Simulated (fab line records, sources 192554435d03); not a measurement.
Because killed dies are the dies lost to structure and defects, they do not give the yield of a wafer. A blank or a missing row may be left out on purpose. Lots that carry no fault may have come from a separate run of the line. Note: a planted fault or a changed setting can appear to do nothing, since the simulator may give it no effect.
Chamber matching | flow n5 finfet | N5_BEOL_M13_ETCH_38 on rie diel-01 has 3 sister chambers
The step etches SiCN in CF4/N2, target depth 67.5 nm, time 71.9 s. 3 wafers are shown with their chamber, then 5 later ones without.

## WAFERS, EACH WITH ITS CHAMBER
wafer  | chamber | showerhead plenum p Torr (Torr)
L732.2 | 2       | 2.32
L733.3 | 0       | 2.23
L733.4 | 3       | 2.22

## WAFERS WITHOUT THEIR CHAMBER
wafer  | showerhead plenum p Torr (Torr)
L733.6 | 2.22
L736.1 | 2.32
L736.5 | 2.23
L745.3 | 2.22
L745.4 | 2.31

## EACH ONE'S CHAMBER
wafer  | from the rows above | in truth
L733.6 | 3                   | 3
L736.1 | 2                   | 2
L736.5 | 0                   | 0
L745.3 | 3                   | 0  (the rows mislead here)
L745.4 | 2                   | 2
Correctly placed: 4 of 5. Number that these rows cannot place: 0. Wrongly placed: 1.
How it was worked out, from the rows above alone: a wafer's distance from a chamber is the root of the sum, over the readings, of the square of ((its reading less the chamber's mean) divided by the reading's scatter). The wafer belongs to the nearest chamber; if the next one is less than 2 further off, it can't be placed. For every chamber, the mean is computed from those of its wafers that are shown. The scatter: with one shown wafer a chamber, the root of the mean of the squares of how far each hidden wafer lies from its nearest shown one.
